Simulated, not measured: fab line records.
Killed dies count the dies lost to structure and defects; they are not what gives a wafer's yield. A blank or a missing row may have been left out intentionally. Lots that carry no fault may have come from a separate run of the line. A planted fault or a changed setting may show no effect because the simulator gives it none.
fab line records    flow n5_finfet
[record] lots = 10  wafers = 29  last_day = 17
route steps=1938 shown PMOS_HMC_CHANNEL_EPI@87 FIN_SAQP@99 BEOL_M4@1111 PASSIVATION@1936
lots that met no fault: from a run of the same line without faults
start_h: hours from the record's opening day to when the first of the lot's shown wafers began    wait_h: hours from the lot's prior step to this one    " the same as in the row above    L1.1+2: a row that stands for several wafers    - no value present, or no start provided    * or withheld: withheld    < > ~ a bound
route shown NAME@n: names a module that has steps shown in the file, with the first one's number in the route    usual: mean and standard deviation over wafers with no fault    same: alike in all rows    chamber/n: place in a boat    sites: the reading at each site    _std_site: standard deviation of those values    _edge_site: the outer-site mean with the inner-site mean subtracted    radius_mm: for every site, how far away it sits from the centre of the wafer    mask NAME#n: copy n    behind: tool/chamber where the wafer was last shaped    hold: the reason the lot was held/the length of the hold in hours/how it ended    device: which transistor (n, p or np) failed to switch    end of line: the same wafers' tests at the end of the route    a step given without rows: its recipe and nothing more    killed: dies lost to structure and defects at the first sort, not the wafer's yield    map: shows each die of a wafer: x if killed, . if not, _ if none is there
set.NAME: the run value of the setting; set.NAME@STEP: its run value at that earlier step    model.NAME: the simulator's own value behind a step, which no gauge read
a sample of lots followed through the steps of the route, with each step as a table and each wafer as a row
services: when a tool's chamber went out of use (start_h, in hours from the record's first day, below 0 if earlier), for how many hours, and the reason
[[steps]]
[step N5_PMOS_HMC_CHANNEL_EPI_EPI_26]
[recipe] material = Si  target_thk_a = 38  temp_c = 650  precursor = SiH4/H2  pressure_torr = 20  time_s = 22.7
[usual] throttle_valve_pct = 11.26/0.19
[same] time_s = 22.7
lot.wafer  tool          chamber  start_h  wait_h  throttle_valve_pct
L817.1     epi_rpcvd-02  0        26.02    0.0     11.34
L817.3     "             0        "        "       11.37
L817.5     "             0        "        "       11.06
L818.1     epi_rpcvd-03  0        32.49    0.0     11.55
L818.3     "             0        "        "       11.35
L818.5     "             0        "        "       11.41
L823.2     epi_rpcvd-02  0        61.85    0.1     11.33
L823.3     "             0        "        "       10.88
L823.5     "             0        "        "       10.98
L825.2     epi_rpcvd-02  0        74.60    0.1     11.48
L825.4     "             0        "        "       11.21
L825.5     "             0        "        "       11.08
L829.1     epi_rpcvd-02  0        97.65    0.0     11.08
L829.3     "             0        "        "       11.10
L829.6     "             0        "        "       11.47
L832.1     epi_rpcvd-02  0        115.90   0.0     11.36
L832.2     "             0        "        "       11.25
L832.5     "             0        "        "       10.81
L834.2     epi_rpcvd-04  0        127.90   0.1     11.19
L834.5     "             0        "        "       10.86
L834.6     "             0        "        "       11.03
L837.1     epi_rpcvd-03  0        146.28   0.0     11.26
L837.3     "             0        "        "       11.63
L837.4     "             0        "        "       11.57
L838.1     epi_rpcvd-03  0        152.14   0.0     11.43
L838.3     "             0        "        "       11.37
L838.4     "             0        "        "       11.60
L839.5     epi_rpcvd-04  0        157.57   0.2     11.09
L839.6     "             0        "        "       11.25
[step N5_FIN_SAQP_PECVD_48]
[recipe] material = SiNx  target_thk_a = 250  temp_c = 400  precursor = SiH4/NH3/N2  pressure_torr = 1.5  rf_w = 300  time_s = 22.1
[usual] heater_power_w = 748/98  showerhead_plenum_p_Torr = 5.16/0.033  throttle_valve_pct = 40.2/1.9
[same] time_s = 22.1
lot.wafer  tool      chamber  start_h  wait_h  heater_power_w  showerhead_plenum_p_Torr  throttle_valve_pct
L817.1     pecvd-03  1        27.50    0.0     587             5.12                      40.9
L817.3     "         0        "        "       715             5.14                      37.9
L817.5     "         2        "        "       857             5.15                      40.4
L818.1     pecvd-04  2        33.76    0.0     626             5.13                      37.4
L818.3     "         0        "        "       578             5.22                      42.9
L818.5     "         1        "        "       696             5.13                      42.4
L823.2     pecvd-04  2        62.97    0.0     686             5.15                      37.2
L823.3     "         0        "        "       731             5.22                      43.1
L823.5     "         2        "        "       688             5.15                      37.3
L825.2     pecvd-03  0        75.88    0.0     736             5.14                      38.2
L825.4     "         0        "        "       703             5.16                      38.2
L825.5     "         0        "        "       741             5.15                      38.3
L829.1     pecvd-03  0        98.78    0.0     726             5.14                      38.3
L829.3     "         2        "        "       804             5.12                      40.2
L829.6     "         0        "        "       741             5.14                      38.2
L832.1     pecvd-01  0        117.24   0.0     823             5.22                      41.8
L832.2     "         1        "        "       839             5.15                      40.8
L832.5     "         2        "        "       678             5.19                      37.9
L834.2     pecvd-01  0        129.09   0.0     838             5.22                      42.0
L834.5     "         1        "        "       924             5.14                      40.9
L834.6     "         2        "        "       761             5.19                      37.6
L837.1     pecvd-04  2        147.36   0.0     703             5.15                      37.6
L837.3     "         0        "        "       692             5.19                      43.0
L837.4     "         2        "        "       709             5.15                      37.6
L838.1     pecvd-03  0        154.10   0.0     664             5.15                      38.3
L838.3     "         2        "        "       894             5.13                      40.6
L838.4     "         2        "        "       884             5.13                      40.5
L839.5     pecvd-04  0        160.02   0.0     707             5.21                      42.9
L839.6     "         1        "        "       725             5.13                      42.6
[step N5_FIN_SAQP_EXPOSE_13]
[recipe] mask_id = FIN_CORE  na = 1.35  source_shape = dipole  sigma_inner = 0.538  sigma_outer = 0.738  polarization = te  target_cd_nm = 35.6  dose_mj = 63.25
[usual] exposure_dose_mJ_cm2 = 63.22/0.07  focus_offset_nm = 0.1/0.51
lot.wafer  tool             chamber  start_h  wait_h  mask        exposure_dose_mJ_cm2  focus_offset_nm
L817.1     arfi_scanner-03  0        27.85    -       FIN_CORE#0  63.12                 0.4
L817.3     "                0        "        "       FIN_CORE#0  63.12                 0.0
L817.5     "                0        "        "       FIN_CORE#0  63.10                 -0.4
L818.1     arfi_scanner-01  0        34.27    -       FIN_CORE#0  63.37                 -0.9
L818.3     "                0        "        "       FIN_CORE#0  63.24                 -0.4
L818.5     "                0        "        "       FIN_CORE#0  63.17                 -0.3
L823.2     arfi_scanner-03  0        63.46    -       FIN_CORE#0  60.68                 -0.2
L823.3     "                0        "        "       FIN_CORE#0  60.62                 0.4
L823.5     "                0        "        "       FIN_CORE#0  60.74                 1.1
L825.2     arfi_scanner-03  0        76.42    -       FIN_CORE#0  61.19                 -0.8
L825.4     "                0        "        "       FIN_CORE#0  61.11                 -0.1
L825.5     "                0        "        "       FIN_CORE#0  61.16                 -0.4
L829.1     arfi_scanner-01  0        99.27    -       FIN_CORE#0  63.23                 0.7
L829.3     "                0        "        "       FIN_CORE#0  63.24                 0.6
L829.6     "                0        "        "       FIN_CORE#0  63.26                 -0.1
L832.1     arfi_scanner-01  0        117.61   -       FIN_CORE#0  63.44                 0.1
L832.2     "                0        "        "       FIN_CORE#0  63.34                 -0.4
L832.5     "                0        "        "       FIN_CORE#0  63.32                 0.1
L834.2     arfi_scanner-01  0        129.59   -       FIN_CORE#0  63.28                 0.2
L834.5     "                0        "        "       FIN_CORE#0  63.28                 0.2
L834.6     "                0        "        "       FIN_CORE#0  63.28                 0.4
L837.1     arfi_scanner-02  0        147.84   -       FIN_CORE#0  63.24                 -1.1
L837.3     "                0        "        "       FIN_CORE#0  63.27                 -0.1
L837.4     "                0        "        "       FIN_CORE#0  63.18                 -0.7
L838.1     arfi_scanner-02  0        154.46   -       FIN_CORE#0  63.23                 -0.3
L838.3     "                0        "        "       FIN_CORE#0  63.19                 0.6
L838.4     "                0        "        "       FIN_CORE#0  63.15                 0.2
L839.5     arfi_scanner-02  0        160.39   -       FIN_CORE#0  63.09                 0.2
L839.6     "                0        "        "       FIN_CORE#0  63.08                 0.1
[step N5_FIN_SAQP_CD_MEAS_16]
[recipe] target_cd_nm = 35.6  landing_energy_ev = 500  detector = se_inlens
[usual] cd_nm = 35.5/0.36
lot.wafer  tool       chamber  start_h  wait_h  cd_nm
L817.1     cd_sem-02  0        27.98    -       35.4
L817.3     "          0        "        "       34.8
L817.5     "          0        "        "       35.3
L818.1     cd_sem-03  0        34.39    -       35.8
L818.3     "          0        "        "       35.5
L818.5     "          0        "        "       35.8
L823.2     cd_sem-01  0        63.59    -       36.5
L823.3     "          0        "        "       37.0
L823.5     "          0        "        "       36.8
L825.2     cd_sem-01  0        76.54    -       36.9
L825.4     "          0        "        "       36.2
L825.5     "          0        "        "       37.1
L829.1     cd_sem-03  0        99.39    -       35.2
L829.3     "          0        "        "       36.0
L829.6     "          0        "        "       34.6
L832.1     cd_sem-01  0        117.74   -       34.8
L832.2     "          0        "        "       35.0
L832.5     "          0        "        "       35.2
L834.2     cd_sem-01  0        129.71   -       35.3
L834.5     "          0        "        "       35.4
L834.6     "          0        "        "       35.1
L837.1     cd_sem-01  0        147.97   -       35.7
L837.3     "          0        "        "       35.5
L837.4     "          0        "        "       35.8
L838.1     cd_sem-01  0        154.59   -       35.4
L838.3     "          0        "        "       35.5
L838.4     "          0        "        "       36.0
L839.5     cd_sem-02  0        160.50   -       35.8
L839.6     "          0        "        "       35.8
[step N5_FIN_SAQP_INSPECT_18]
[recipe] mode = adi  inspect_instrument = brightfield
[usual] raw_defect_count = 437/130
lot.wafer  tool               chamber  start_h  wait_h  raw_defect_count
L817.1     defect_inspect-02  -        28.05    0.0     506
L817.3     "                  -        "        "       432
L817.5     "                  -        "        "       368
L818.1     defect_inspect-02  -        34.46    0.0     357
L818.3     "                  -        "        "       394
L818.5     "                  -        "        "       377
L823.2     defect_inspect-01  -        63.65    0.0     455
L823.3     "                  -        "        "       602
L823.5     "                  -        "        "       628
L825.2     defect_inspect-01  -        76.61    0.0     412
L825.4     "                  -        "        "       260
L825.5     "                  -        "        "       485
L829.1     defect_inspect-02  -        99.46    0.0     342
L829.3     "                  -        "        "       269
L829.6     "                  -        "        "       439
L832.1     defect_inspect-01  -        117.80   0.0     460
L832.2     "                  -        "        "       279
L832.5     "                  -        "        "       376
L834.2     defect_inspect-02  -        129.77   0.0     459
L834.5     "                  -        "        "       443
L834.6     "                  -        "        "       512
L837.1     defect_inspect-01  -        148.03   0.0     459
L837.3     "                  -        "        "       243
L837.4     "                  -        "        "       314
L838.1     defect_inspect-02  -        154.65   0.0     465
L838.3     "                  -        "        "       307
L838.4     "                  -        "        "       439
L839.5     defect_inspect-02  -        160.56   0.0     334
L839.6     "                  -        "        "       319
[step N5_BEOL_M4_RC_MEAS_101]
[usual] DIBL_N = 36.8/2.2  DIBL_P = 37.0/2.8  IOFF_N = 0.18/0.043  IOFF_P = 0.23/0.05  ION_N = 680/14  ION_P = 466/9.1  SS_N = 71.7/0.74  SS_P = 73.5/0.79  VT_N = 248/4  VT_P = -249/4.1
lot.wafer  tool       chamber  start_h  wait_h  DIBL_N[mV/V]  DIBL_P[mV/V]  IOFF_N[nA/um]  IOFF_P[nA/um]  ION_N[uA/um]  ION_P[uA/um]  SS_N[mV/dec]  SS_P[mV/dec]  VT_N[mV]  VT_P[mV]
L818.1     prober-01  0        169.07   0.0     39.6          41.3          0.29           0.36           715           484           72.7          74.8          238       -241
L818.3     "          0        "        "       35.4          36.2          0.17           0.22           691           470           71.5          73.3          247       -246
L818.5     "          0        "        "       37.8          39.6          0.23           0.32           696           480           72.1          74.0          243       -242
L817.1     prober-02  0        177.57   0.0     37.8          36.7          0.16           0.19           666           450           71.9          73.9          249       -254
L817.3     "          0        "        "       34.9          33.9          0.13           0.17           677           462           69.7          73.0          252       -255
L817.5     "          0        "        "       38.9          38.6          0.19           0.23           688           463           71.8          73.7          248       -251
L823.2     prober-02  0        203.49   0.2     37.2          36.0          0.17           0.22           678           465           72.8          73.9          248       -248
L823.3     "          0        "        "       34.5          33.0          0.13           0.18           658           457           71.3          72.6          250       -250
L823.5     "          0        "        "       38.6          38.7          0.20           0.26           677           469           72.6          73.6          246       -246
L825.2     prober-01  0        230.98   0.2     36.7          37.0          0.18           0.25           681           472           71.6          73.8          246       -245
L825.4     "          0        "        "       36.1          36.3          0.17           0.24           673           471           72.1          73.8          249       -248
L825.5     "          0        "        "       35.3          35.5          0.14           0.24           662           462           71.9          73.0          253       -246
L829.1     prober-02  0        247.48   0.0     36.1          36.5          0.15           0.20           674           462           71.9          73.4          251       -251
L829.3     "          0        "        "       35.9          35.4          0.16           0.20           684           460           71.3          73.3          248       -251
L829.6     "          0        "        "       37.0          37.1          0.17           0.23           683           463           71.3          73.4          248       -248
L832.1     prober-02  0        255.22   0.0     38.0          35.6          0.16           0.18           675           453           71.6          73.2          249       -254
L832.2     "          0        "        "       38.0          37.6          0.18           0.21           678           454           72.3          73.6          249       -251
L832.5     "          0        "        "       34.9          31.6          0.12           0.13           662           448           71.6          72.1          254       -256
L834.2     prober-02  0        284.80   0.2     34.6          34.2          0.13           0.19           664           457           70.7          73.0          252       -251
L834.5     "          0        "        "       30.4          29.0          0.08           0.12           636           441           69.9          71.5          259       -257
L834.6     "          0        "        "       39.2          40.9          0.25           0.31           695           474           71.6          74.1          242       -244
L837.1     prober-01  0        291.49   0.0     37.4          36.0          0.18           0.20           687           459           71.9          73.4          249       -252
L837.3     "          0        "        "       39.8          41.2          0.25           0.31           707           480           73.3          74.3          244       -249
L837.4     "          0        "        "       38.5          37.6          0.21           0.23           683           460           72.8          73.8          247       -250
L838.1     prober-01  0        298.57   0.0     33.4          34.3          0.12           0.17           671           460           70.6          73.1          256       -255
L838.3     "          0        "        "       37.3          39.2          0.20           0.25           687           468           71.6          73.7          246       -250
L838.4     "          0        "        "       35.5          37.2          0.15           0.22           670           466           71.4          73.1          251       -250
L839.5     prober-02  0        299.52   0.6     36.7          37.9          0.20           0.26           686           474           72.2          73.6          243       -244
L839.6     "          0        "        "       37.7          40.2          0.22           0.31           701           487           72.3          74.8          242       -241
[step N5_PASSIVATION_PROBE_49]
[usual] defect_limited_yield = 91.4/1.5  killed_at_M0_to_M3 = 36/11  killed_at_M4_up = 14/6  killed_at_contacts = 11/6  killed_at_front_end = 37/11  killed_at_other = 4/3.4  killed_dies = 102/18  killed_open = 66/13  killed_short = 34/7.8  sort_bin_5_function = 5.0/0.97  sort_bin_6_memory = 3.2/0.7  sort_bin_8_speed = 0.0/0.38  sort_n_pass = 1078/19  sort_yield_pct = 91.3/1.6
[same] gross_dies = 1180  killed_at_back_side = 0  sort_bin_4_leakage[%] = 0
lot.wafer  tool       chamber  start_h  wait_h  defect_limited_yield[%]  killed_at_M0_to_M3  killed_at_M4_up  killed_at_contacts  killed_at_front_end  killed_at_other  killed_dies  killed_open  killed_short  sort_bin_5_function[%]  sort_bin_6_memory[%]  sort_bin_8_speed[%]  sort_n_pass  sort_yield_pct[%]
L817.1     prober-01  -        286.92   0.0     92.9                     28                  16               5                   34                   1                84           57           24            4.3                     2.5                   0                    1096         92.9
L817.3     prober-01  -        287.02   0.1     93.4                     22                  6                8                   34                   8                78           42           34            3.3                     2.8                   0                    1102         93.4
L817.5     prober-01  -        287.12   0.2     92.7                     27                  14               12                  31                   2                86           57           26            4.2                     2.9                   0                    1094         92.7
L823.2     prober-01  -        306.32   0.1     90.9                     41                  20               20                  26                   0                107          76           30            6.0                     2.8                   0                    1073         90.9
L823.3     prober-01  -        306.37   0.1     91.6                     38                  28               5                   26                   2                99           76           19            5.3                     2.9                   0                    1081         91.6
L823.5     prober-01  -        306.47   0.2     93.2                     23                  9                14                  31                   3                80           56           23            4.1                     2.4                   0                    1100         93.2
L825.2     prober-02  -        332.48   0.1     93.2                     39                  6                9                   25                   1                80           51           28            3.5                     3.1                   0                    1100         93.2
L825.4     prober-02  -        332.58   0.2     91.5                     52                  15               7                   21                   5                100          68           31            5.0                     3.3                   0                    1080         91.5
L825.5     prober-02  -        332.63   0.2     93.1                     42                  8                8                   21                   3                82           59           20            4.2                     2.6                   0                    1098         93.1
L829.1     prober-02  -        349.82   0.9     93.5                     27                  13               5                   31                   1                77           45           30            3.4                     2.7                   0                    1103         93.5
L829.3     prober-02  -        349.92   1.0     90.8                     31                  13               21                  41                   2                108          65           43            5.3                     3.5                   0                    1072         90.8
L829.6     prober-02  -        350.07   1.1     90.1                     36                  28               7                   44                   2                117          83           33            6.1                     3.6                   0                    1063         90.1
L838.1     prober-02  -        400.07   0.0     92.3                     20                  14               12                  43                   2                91           57           33            4.7                     2.5                   0                    1089         92.3
L838.3     prober-02  -        400.17   0.1     90.3                     43                  19               9                   42                   2                115          66           42            6.2                     3.1                   0.1                  1065         90.3
L838.4     prober-02  -        400.22   0.2     92.5                     22                  11               22                  28                   5                88           57           27            4.0                     2.9                   0                    1092         92.5
// killed by level:class
L817.1 BEOL_M0_SAQP:geometric_particle:open=8 BEOL_M3:geometric_particle:open=7 FIN_SAQP:geometric_particle:short=6 STI_FIN_REVEAL:geometric_particle:open=6 MOL_CONTACT_COAG:geometric_particle:open=5 BEOL_M2:geometric_particle:open=5 FIN_SAQP:geometric_particle:open=4 DUMMY_GATE:geometric_particle:open=4
L817.3 FIN_SAQP:geometric_particle:short=9 FIN_SAQP:geometric_particle:open=6 MOL_CONTACT_COAG:geometric_particle:open=6 BEOL_M2:geometric_particle:open=5 BEOL_M3:geometric_particle:open=5 ILD0:geometric_particle:short=4 GATE_CUT:geometric_particle:open=3 GATE_CUT:geometric_particle:short=3
L817.5 MOL_CONTACT_COAG:geometric_particle:open=11 BEOL_M3:geometric_particle:open=9 BEOL_M0_SAQP:geometric_particle:short=7 FIN_SAQP:geometric_particle:short=6 DUMMY_GATE:geometric_particle:open=6 STI_FIN_REVEAL:geometric_particle:open=5 BEOL_M2:geometric_particle:open=4 FIN_SAQP:geometric_particle:open=3
L823.2 MOL_CONTACT_COAG:geometric_particle:open=18 BEOL_M1:geometric_particle:open=10 BEOL_M4:geometric_particle:open=10 BEOL_M2:geometric_particle:open=9 FIN_SAQP:geometric_particle:short=7 BEOL_M1:geometric_particle:short=6 STI_FIN_REVEAL:geometric_particle:open=5 BEOL_M0_SAQP:geometric_particle:short=4
L823.3 BEOL_M4:geometric_particle:open=16 BEOL_M3:geometric_particle:open=12 BEOL_M1:geometric_particle:open=9 BEOL_M0_SAQP:geometric_particle:open=8 DUMMY_GATE:geometric_particle:open=6 BEOL_M5:geometric_particle:open=5 FIN_SAQP:geometric_particle:short=4 MOL_CONTACT_COAG:geometric_particle:open=4
L823.5 MOL_CONTACT_COAG:geometric_particle:open=11 BEOL_M3:geometric_particle:open=6 DUMMY_GATE:geometric_particle:open=5 BEOL_M0_SAQP:geometric_particle:open=5 BEOL_M4:geometric_particle:open=5 STI_FIN_REVEAL:geometric_particle:open=4 GATE_CUT:geometric_particle:short=4 BEOL_M2:geometric_particle:open=4
L825.2 BEOL_M3:geometric_particle:open=13 BEOL_M0_SAQP:geometric_particle:short=9 MOL_CONTACT_COAG:geometric_particle:open=8 BEOL_M0_SAQP:geometric_particle:open=7 GATE_CUT:geometric_particle:short=5 GATE_CUT:geometric_particle:open=3 BEOL_M0:geometric_particle:open=3 BEOL_M4:geometric_particle:open=3
L825.4 BEOL_M0_SAQP:geometric_particle:open=13 BEOL_M0_SAQP:geometric_particle:short=12 MOL_CONTACT_COAG:geometric_particle:open=7 FIN_SAQP:geometric_particle:open=6 BEOL_M1:geometric_particle:open=6 BEOL_M2:geometric_particle:open=6 FIN_SAQP:geometric_particle:short=5 BEOL_M0:geometric_particle:open=4
L825.5 BEOL_M0_SAQP:geometric_particle:open=15 BEOL_M0_SAQP:geometric_particle:short=8 BEOL_M3:geometric_particle:open=8 MOL_CONTACT_COAG:geometric_particle:open=6 BEOL_M0:geometric_particle:open=4 STARTING-WAFER:geometric_particle:open=4 DUMMY_GATE:geometric_particle:open=3 FIN_SAQP:geometric_particle:open=2
L829.1 FIN_SAQP:geometric_particle:short=6 STI_FIN_REVEAL:geometric_particle:open=6 BEOL_M0_SAQP:geometric_particle:open=6 GATE_CUT:geometric_particle:short=6 BEOL_M1:geometric_particle:open=6 BEOL_M3:geometric_particle:open=5 FIN_SAQP:geometric_particle:open=4 BEOL_M0_SAQP:geometric_particle:short=3
L829.3 MOL_CONTACT_COAG:geometric_particle:open=14 FIN_SAQP:geometric_particle:short=13 BEOL_M0_SAQP:geometric_particle:open=10 STI_FIN_REVEAL:geometric_particle:open=8 MOL_CONTACT_COAG:geometric_particle:short=7 BEOL_M4:geometric_particle:open=7 FIN_SAQP:geometric_particle:open=5 BEOL_M0_SAQP:geometric_particle:short=5
L829.6 BEOL_M4:geometric_particle:open=19 STI_FIN_REVEAL:geometric_particle:open=11 FIN_SAQP:geometric_particle:open=10 BEOL_M1:geometric_particle:open=8 BEOL_M2:geometric_particle:open=7 FIN_SAQP:geometric_particle:short=6 MOL_CONTACT_COAG:geometric_particle:open=5 BEOL_M3:geometric_particle:open=5
L838.1 STI_FIN_REVEAL:geometric_particle:open=9 STARTING-WAFER:geometric_particle:short=9 MOL_CONTACT_COAG:geometric_particle:open=8 FIN_SAQP:geometric_particle:open=6 BEOL_M2:geometric_particle:open=5 FIN_SAQP:geometric_particle:short=5 BEOL_M1:geometric_particle:open=5 MOL_CONTACT_COAG:geometric_particle:short=4
L838.3 FIN_SAQP:geometric_particle:short=12 BEOL_M0_SAQP:geometric_particle:short=12 BEOL_M0_SAQP:geometric_particle:open=11 BEOL_M4:geometric_particle:open=8 FIN_SAQP:geometric_particle:open=7 MOL_CONTACT_COAG:geometric_particle:open=7 STARTING-WAFER:geometric_particle:open=6 DUMMY_GATE:geometric_particle:open=5
L838.4 MOL_CONTACT_COAG:geometric_particle:open=18 FIN_SAQP:geometric_particle:open=8 BEOL_M4:geometric_particle:open=7 FIN_SAQP:geometric_particle:short=6 MOL_CONTACT_COAG:geometric_particle:short=4 BEOL_M0_SAQP:geometric_particle:open=4 BEOL_M2:geometric_particle:open=4 BEOL_M0_SAQP:geometric_particle:short=3
[[services]]
tool             chamber  start_h  hours  kind
epi_rpcvd-03     -        2.43     6.0    pm
arfi_scanner-01  -        5.27     4.9    pm
arfi_scanner-03  -        6.03     1.3    pm
arfi_scanner-03  -        13.93    1.0    pm
arfi_scanner-02  -        22.66    1.0    pm
arfi_scanner-02  -        27.63    1.1    repair
arfi_scanner-02  -        31.60    0.8    repair
arfi_scanner-01  -        63.50    1.3    pm
arfi_scanner-01  -        67.31    1.7    repair
arfi_scanner-02  -        71.20    4.9    pm
epi_rpcvd-02     -        72.69    0.7    repair
pecvd-03         -        80.90    2.8    pm
arfi_scanner-03  -        89.75    0.8    pm
arfi_scanner-02  -        90.56    1.3    pm
arfi_scanner-01  -        97.45    1.0    pm
arfi_scanner-02  -        99.15    5.5    pm
arfi_scanner-03  -        99.32    1.0    repair
arfi_scanner-03  -        106.46   1.0    pm
arfi_scanner-03  -        115.72   0.7    repair
epi_rpcvd-03     -        124.90   0.5    pm
arfi_scanner-01  -        125.04   1.2    repair
arfi_scanner-01  -        127.38   1.0    pm
arfi_scanner-03  -        131.53   1.3    pm
pecvd-03         -        138.88   0.5    repair
[[key]]
[first_sign] step = N5_FIN_SAQP_EXPOSE_13  reading = exposure_dose_mJ_cm2  direction = down  sigmas = 33  usual = 63.22  struck = 60.92
[effect] step = N5_FIN_SAQP_CD_MEAS_16  reading = cd_nm  direction = up  sigmas = 3.5  usual = 35.5  struck = 36.8  through = control_loop
met_at N5_FIN_SAQP_EXPOSE_13
struck_lots L823,L825
[loop_trim] step = N5_FIN_SAQP_EXPOSE_13  setting = dose  lots = L825
not_acting_at N5_PMOS_HMC_CHANNEL_EPI_EPI_26,N5_FIN_SAQP_PECVD_48,N5_FIN_SAQP_INSPECT_18
onset_between 27.85 63.46
[fault] kind = process_parameter_drift  tool = arfi_scanner-03  chamber = -  onset_h = 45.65  steps = N5_FIN_SAQP_EXPOSE_13  channel = dose_mj  offset = -2.5502  shape = step  acts_in = these_recipes_only  stated = 63.25
// loop_trim: a control loop set the setting to another value than it would have without faults
